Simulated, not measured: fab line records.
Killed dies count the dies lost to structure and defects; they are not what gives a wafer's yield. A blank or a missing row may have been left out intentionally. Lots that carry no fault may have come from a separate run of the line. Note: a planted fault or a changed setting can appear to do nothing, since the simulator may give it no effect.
What tool caused it? ; flow nandHarc ; 39 wafers from 13 lots sampled at 5 of the route's 1159 steps

== WHAT EACH GAUGE READ, for each wafer ==
NHARC_THIN_TSV_THK_MEAS_02: measures by ir.
lot;measured;on;thkNm (nm)
L489;day 18 16:29;filmMetro-01;2953 2871 2929
L490;day 19 17:37;filmMetro-02;2936 2690 2952
L491;day 20 04:48;filmMetro-02;2648 2826 2997
L492;day 19 01:40;filmMetro-01;2827 2830 2784
L493;day 19 10:58;filmMetro-01;3019 2804 3095
L494;day 20 06:00;filmMetro-01;2811 2775 3132
L495;day 20 12:50;filmMetro-02;3223 2976 2908
L496;day 21 04:19;filmMetro-01;2957 2832 2446
L498;day 21 22:19;filmMetro-01;2827 2959 3169
L500;day 22 18:45;filmMetro-02;3029 3021 2822
L502;day 22 09:59;filmMetro-02;3116 3210 3049
L506;day 22 22:21;filmMetro-01;3091 3420 3168
L510;day 23 23:11;filmMetro-01;3385 3452 3088

NHARC_END_SORT_01.
lot;measured;on;killedAtArray;killedAtOther;killedAtPeriphery;killedDies;killedOpen;killedShort
L502;day 23 02:46;prober-02;19 24 22;0 0 0;4 1 80;23 25 102;4 2 2;1 2 1
L506;day 23 20:13;prober-02;44 31 57;1 0 0;2 80 2;47 111 59;3 7 9;3 1 1

== TOOL THAT RAN EACH LOT (tool first, then ch and the chambers of the sampled wafers, then the start) ==
lot;NHARC_P_CONTACT_ALD_22;NHARC_A_M1_DEGAS_29;NHARC_A_BONDPAD_ETCH_12
L489;aldMetal-02 ch 1,2,3, day 6 01:33;pvdSputter-02, day 17 23:28;rieDiel-10 ch 2,3, day 18 16:29 or earlier
L490;aldMetal-01 ch 0,2,3, day 6 02:14;pvdSputter-02, day 18 21:55;rieDiel-10 ch 1,2,3, day 19 17:37 or earlier
L491;aldMetal-03 ch 1,2,3, day 6 14:09;pvdSputter-02, day 19 11:30;rieDiel-05 ch 0,1,3, day 20 04:48 or earlier
L492;aldMetal-02 ch 0,3, day 6 14:50;pvdSputter-02, day 18 06:04;rieDiel-10 ch 0,1,2, day 19 01:40 or earlier
L493;aldMetal-01 ch 0,1,2, day 7 08:13;pvdSputter-02, day 18 16:07;rieDiel-10 ch 0,2, day 19 10:58 or earlier
L494;aldMetal-02 ch 0,1, day 7 08:39;pvdSputter-03, day 19 11:03;rieDiel-10 ch 0,1,2, day 20 06:00 or earlier
L495;aldMetal-01 ch 0,3, day 7 14:43;pvdSputter-01, day 19 17:20;rieDiel-05 ch 1,2, day 20 12:50 or earlier
L496;aldMetal-01 ch 0,1, day 8 01:14;pvdSputter-01, day 20 09:52;rieDiel-07 ch 0,3, day 21 04:19 or earlier
L498;aldMetal-01 ch 0,2,3, day 8 19:10;pvdSputter-03, day 21 00:19;rieDiel-10 ch 0,2, day 21 22:19 or earlier
L500;aldMetal-03 ch 0,1,3, day 9 02:34;pvdSputter-01, day 21 21:28;rieDiel-05 ch 0,1,2, day 22 18:45 or earlier
L502;aldMetal-01 ch 0,2,3, day 9 10:44;pvdSputter-03, day 21 12:15;rieDiel-10 ch 0,3, day 22 09:59 or earlier
L506;aldMetal-01 ch 2,3, day 10 02:22;pvdSputter-01, day 21 22:48;rieDiel-10 ch 0,2, day 22 22:21 or earlier
L510;aldMetal-02 ch 0,2,3, day 11 04:32;pvdSputter-02, day 23 06:14;rieDiel-05 ch 0,1, day 23 23:11 or earlier
- NHARC_P_CONTACT_ALD_22: deposits TiN, target thk 3 nm, pulse time 1 s, ald cycles 150.
- NHARC_A_M1_DEGAS_29: time 60 s.
- NHARC_A_BONDPAD_ETCH_12: etches the open film in CHF3/O2, target depth 220 nm, time 110 s.

== WHAT THE TOOLS THEMSELVES READ (means of the sampled wafers that have a number; where no wafer has one, the mark that the record gives instead) ==
NHARC_P_CONTACT_ALD_22.
lot;tool;heaterPowerW (W);precursorPulseHeightRel
L489;aldMetal-02;997;0.986
L490;aldMetal-01;1066;1.015
L491;aldMetal-03;1034;1.016
L492;aldMetal-02;981;0.991
L493;aldMetal-01;1151;1.017
L494;aldMetal-02;1059;0.975
L495;aldMetal-01;958;0.996
L496;aldMetal-01;1080;1.010
L498;aldMetal-01;1065;1.004
L500;aldMetal-03;1012;0.984
L502;aldMetal-01;1055;0.995
L506;aldMetal-01;1184;1.017
L510;aldMetal-02;1006;0.989

NHARC_A_M1_DEGAS_29.
lot;tool;heaterPowerW (W)
L489;pvdSputter-02;328
L490;pvdSputter-02;317
L491;pvdSputter-02;329
L492;pvdSputter-02;315
L493;pvdSputter-02;323
L494;pvdSputter-03;322
L495;pvdSputter-01;325
L496;pvdSputter-01;324
L498;pvdSputter-03;328
L500;pvdSputter-01;345
L502;pvdSputter-03;340
L506;pvdSputter-01;342
L510;pvdSputter-02;318

NHARC_A_BONDPAD_ETCH_12.
lot;tool;drypumpMotorCurrentA (A);oesProductAu (a.u.);rfFwdPowerW (W);rfVppV (V);showerheadPlenumPTorr (Torr);throttleValvePct (%)
L489;rieDiel-10;5.5;0.930;496.5;370.1;2.42;20.568
L490;rieDiel-10;5.4;0.961;497.5;369.2;2.35;20.569
L491;rieDiel-05;5.3;0.922;498.6;370.3;2.42;20.565
L492;rieDiel-10;5.6;0.922;497.2;368.0;2.32;20.573
L493;rieDiel-10;5.7;0.975;497.0;368.4;2.30;20.567
L494;rieDiel-10;5.6;0.929;497.6;368.9;2.32;20.569
L495;rieDiel-05;6.0;0.925;497.7;369.0;2.34;20.567
L496;rieDiel-07;6.0;0.929;497.6;370.5;2.40;20.571
L498;rieDiel-10;5.8;0.943;496.7;369.3;2.36;20.578
L500;rieDiel-05;5.7;0.930;496.6;369.6;2.38;20.571
L502;rieDiel-10;5.6;0.964;495.8;371.6;2.48;20.575
L506;rieDiel-10;5.6;0.938;497.4;367.6;2.30;20.569
L510;rieDiel-05;5.3;0.982;497.5;371.2;2.44;20.575

== THE ANSWER, worked out from the rows above alone ==
Rule: the lots themselves supply what counts as usual. Put in order of their means at a reading, lots are off if they are a third of the lots or fewer, leave a main group of 4 or more, and stand apart from it by a gap of 3 or more times the standard deviation of the main group's means; of several such gaps the widest counts. If all means in a main group match to the digits the tables above print for the reading, that group is not used. A lot without any number at a reading at which 4 lots or more have one is off too. Where the step has rows for the other lots, those lots are counted as sound. The gauges are gone through in route order, then the tools' own readings, and for those a lot's mean is taken as printed above. The first step at which some lot is off is used, and at that step the reading that is off furthest; a lot without a number counts as furthest.
Nothing can be told from this: no lot is off at any reading shown.

== WHAT THE SIMULATOR HAD PUT IN ==
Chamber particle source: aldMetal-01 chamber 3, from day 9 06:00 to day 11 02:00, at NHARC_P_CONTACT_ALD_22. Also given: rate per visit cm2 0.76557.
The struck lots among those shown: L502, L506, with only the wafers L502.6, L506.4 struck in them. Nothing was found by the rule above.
